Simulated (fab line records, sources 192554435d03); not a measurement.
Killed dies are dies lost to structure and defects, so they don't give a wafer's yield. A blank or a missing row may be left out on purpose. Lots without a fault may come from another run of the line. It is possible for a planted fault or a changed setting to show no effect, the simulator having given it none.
Split-lot trial + flow n5_finfet + 39 wafers read across 7 lots, on a route 1938 steps long

== THE SPLIT ITSELF ==
At N5_MIM_BOT_SPUTTER_00 (material TiN, target thk 35 nm, time 89.7 s), the setting time_s was moved away from the recipe's 89.7 s on 18 of the 39 wafers read, by -39.9% to +37.9%. The other wafers ran this setting at the recipe's value.

The reading is taken at the split's own step.

== THE READING ==
TiN_of_MIM_BOT_SPUTTER_00.thk_nm (the simulator's own value, which no gauge read), in nm, at N5_MIM_BOT_SPUTTER_00 (material TiN, target thk 35 nm, time 89.7 s). There is no usual value for it anywhere in the file. Average 35.0 nm, standard deviation 0.56 nm, over the 21 wafers here run with the recipe.

| wafer  | tool, chamber at the split | time_s as run, s | against the recipe | TiN_of_MIM_BOT_SPUTTER_00.thk_nm, nm | against lot-mates on the recipe |
|--------|----------------------------|------------------|--------------------|--------------------------------------|---------------------------------|
| L075.1 | pvd_sputter-03, -          | 89.7             | recipe             | 35.6                                 | -                               |
| L075.2 | pvd_sputter-03, -          | 112.6            | +25.5%             | 44.4                                 | +8.8                            |
| L075.3 | pvd_sputter-03, -          | 112.6            | +25.5%             | 45                                   | +9.4                            |
| L075.4 | pvd_sputter-03, -          | 89.7             | recipe             | 35.8                                 | -                               |
| L075.5 | pvd_sputter-03, -          | 112.6            | +25.5%             | 44.8                                 | +9.2                            |
| L075.6 | pvd_sputter-03, -          | 89.7             | recipe             | 35.4                                 | -                               |
| L079.1 | pvd_sputter-01, -          | 89.7             | recipe             | 34                                   | -                               |
| L079.5 | pvd_sputter-01, -          | 89.7             | recipe             | 34                                   | -                               |
| L079.2 | pvd_sputter-01, -          | 113.4            | +26.4%             | 44.4                                 | +10.1                           |
| L079.3 | pvd_sputter-01, -          | 89.7             | recipe             | 35                                   | -                               |
| L079.4 | pvd_sputter-01, -          | 113.4            | +26.4%             | 44                                   | +9.7                            |
| L079.6 | pvd_sputter-01, -          | 113.4            | +26.4%             | 44.2                                 | +9.9                            |
| L087.1 | pvd_sputter-01, -          | 89.7             | recipe             | 35.2                                 | -                               |
| L087.4 | pvd_sputter-01, -          | 89.7             | recipe             | 35.2                                 | -                               |
| L087.2 | pvd_sputter-01, -          | 123.7            | +37.9%             | 47.4                                 | +12.5                           |
| L087.3 | pvd_sputter-01, -          | 123.7            | +37.9%             | 48.4                                 | +13.5                           |
| L087.5 | pvd_sputter-01, -          | 89.7             | recipe             | 34.2                                 | -                               |
| L087.6 | pvd_sputter-01, -          | 123.7            | +37.9%             | 48.2                                 | +13.3                           |
| L088.1 | pvd_sputter-01, -          | 104.3            | +16.3%             | 40.4                                 | +4.7                            |
| L088.2 | pvd_sputter-01, -          | 89.7             | recipe             | 35.8                                 | -                               |
| L088.3 | pvd_sputter-01, -          | 89.7             | recipe             | 35.8                                 | -                               |
| L088.4 | pvd_sputter-01, -          | 104.3            | +16.3%             | 41.6                                 | +5.9                            |
| L088.5 | pvd_sputter-01, -          | 104.3            | +16.3%             | 41.6                                 | +5.9                            |
| L088.6 | pvd_sputter-01, -          | 89.7             | recipe             | 35.6                                 | -                               |
| L090.1 | pvd_sputter-02, -          | 68.86            | -23.2%             | 26.8                                 | -8.2                            |
| L090.2 | pvd_sputter-02, -          | 68.86            | -23.2%             | 27.2                                 | -7.8                            |
| L090.5 | pvd_sputter-02, -          | 68.86            | -23.2%             | 27.2                                 | -7.8                            |
| L090.3 | pvd_sputter-02, -          | 89.7             | recipe             | 35                                   | -                               |
| L090.4 | pvd_sputter-02, -          | 89.7             | recipe             | 35.4                                 | -                               |
| L090.6 | pvd_sputter-02, -          | 89.7             | recipe             | 34.6                                 | -                               |
| L091.1 | pvd_sputter-01, -          | 53.87            | -39.9%             | 21                                   | -13.7                           |
| L091.2 | pvd_sputter-01, -          | 53.87            | -39.9%             | 19.8                                 | -14.9                           |
| L091.3 | pvd_sputter-01, -          | 89.7             | recipe             | 34.6                                 | -                               |
| L091.4 | pvd_sputter-01, -          | 89.7             | recipe             | 34.8                                 | -                               |
| L091.6 | pvd_sputter-01, -          | 89.7             | recipe             | 34.8                                 | -                               |
| L091.5 | pvd_sputter-01, -          | 53.87            | -39.9%             | 20                                   | -14.7                           |
| L095.2 | pvd_sputter-01, -          | 89.7             | recipe             | 34.4                                 | -                               |
| L095.4 | pvd_sputter-01, -          | 89.7             | recipe             | 35.2                                 | -                               |
| L095.6 | pvd_sputter-01, -          | 89.7             | recipe             | 34.6                                 | -                               |

THE FIT
A straight line over all 39 wafers: TiN_of_MIM_BOT_SPUTTER_00.thk_nm changes by +0.358 nm for each +1% of time_s; r = +1.00; the points scatter about the line by 0.59 nm.
The same after taking each lot's own level away (the mean of its wafers on the recipe; 39 wafers): +0.355 nm for each +1%; r = +1.00; scatter 0.43 nm.
That fit puts the effect of the largest move of time_s on the reading at 14 nm.
From 34.33 to 35.73 nm: that is the span of the lots' own levels, equal to 2.5 times the standard deviation above.
Consequently the slope shifts little with the lot-to-lot level, the two slopes agreeing.
Check: for one of the wafers moved furthest among these (-39.9%), held out of the fit, the line's prediction against its lot-mates is -14.3 nm. It came out at -13.7 nm against them.

== FURTHER SPLITS ON THESE WAFERS ==
These wafers also went through other splits before the reading. Each is held against what the fit with the lots' levels taken away leaves over:
| other split on the same wafers   | wafers away from the commonest value | r with TiN_of_MIM_BOT_SPUTTER_00.thk_nm (lot level and that fit taken away) |
|----------------------------------|--------------------------------------|-----------------------------------------------------------------------------|
| N5_BEOL_M7_TRENCH_ETCH_37 time_s | 6                                    | -0.02                                                                       |
| N5_BEOL_M11_ETCH_62 time_s       | 18                                   | -0.03                                                                       |

== THE FILE'S OWN FIT ==
TiN_of_MIM_BOT_SPUTTER_00.thk_nm changes by +0.355 nm for each +1% of time_s, r = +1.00.
